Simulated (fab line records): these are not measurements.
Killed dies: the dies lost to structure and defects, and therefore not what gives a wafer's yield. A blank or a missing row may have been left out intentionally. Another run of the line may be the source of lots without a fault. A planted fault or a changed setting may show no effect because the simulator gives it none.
Matching of chambers :: flow n5_finfet :: N5_HKMG_FIN_NWFM_ALD_20 on ald_metal-03: 4 sister chambers
The step deposits TiAlC, target thk 2 nm, pulse time 3 s, purge time 2 s. 4 wafers are shown with their chamber, then 8 later ones without.

== WAFERS WITH THEIR CHAMBER ==
wafer: L701.3
chamber: 0
heater_power_w (W): 494

wafer: L701.4
chamber: 1
heater_power_w (W): 376

wafer: L701.6
chamber: 3
heater_power_w (W): 471

wafer: L712.2
chamber: 2
heater_power_w (W): 503

== WAFERS WITH NO CHAMBER GIVEN ==
wafer: L712.3
heater_power_w (W): 371

wafer: L712.4
heater_power_w (W): 479

wafer: L713.3
heater_power_w (W): 384

wafer: L713.4
heater_power_w (W): 487

wafer: L713.5
heater_power_w (W): 490

wafer: L718.1
heater_power_w (W): 503

wafer: L718.4
heater_power_w (W): 385

wafer: L718.6
heater_power_w (W): 463

== THE CHAMBER EACH PASSED THROUGH ==
wafer: L712.3
from the rows above: 1
in truth: 1

wafer: L712.4
from the rows above: can't be placed: 3 or 0
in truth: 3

wafer: L713.3
from the rows above: 1
in truth: 1

wafer: L713.4
from the rows above: can't be placed: 0 or 2 or 3
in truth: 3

wafer: L713.5
from the rows above: can't be placed: 0 or 2
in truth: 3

wafer: L718.1
from the rows above: can't be placed: 2 or 0
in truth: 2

wafer: L718.4
from the rows above: 1
in truth: 1

wafer: L718.6
from the rows above: 3
in truth: 3
Correctly placed: 4 of 8. Unplaceable from these rows: 4, with the true chamber sitting among the candidates in 3. Placed wrongly: 0.
How it was worked out, from the rows above alone: a wafer's distance from a chamber is the root of the sum, over the readings, of the square of ((its reading less the chamber's mean) divided by the reading's scatter). If the next closest chamber is less than 2 further off than the closest, the wafer can't be placed; otherwise it belongs to the closest. Each chamber's mean is taken over the wafers shown for it. The scatter (one wafer shown for each chamber): square how far every hidden wafer sits from the nearest shown wafer, average those squares and take the square root.
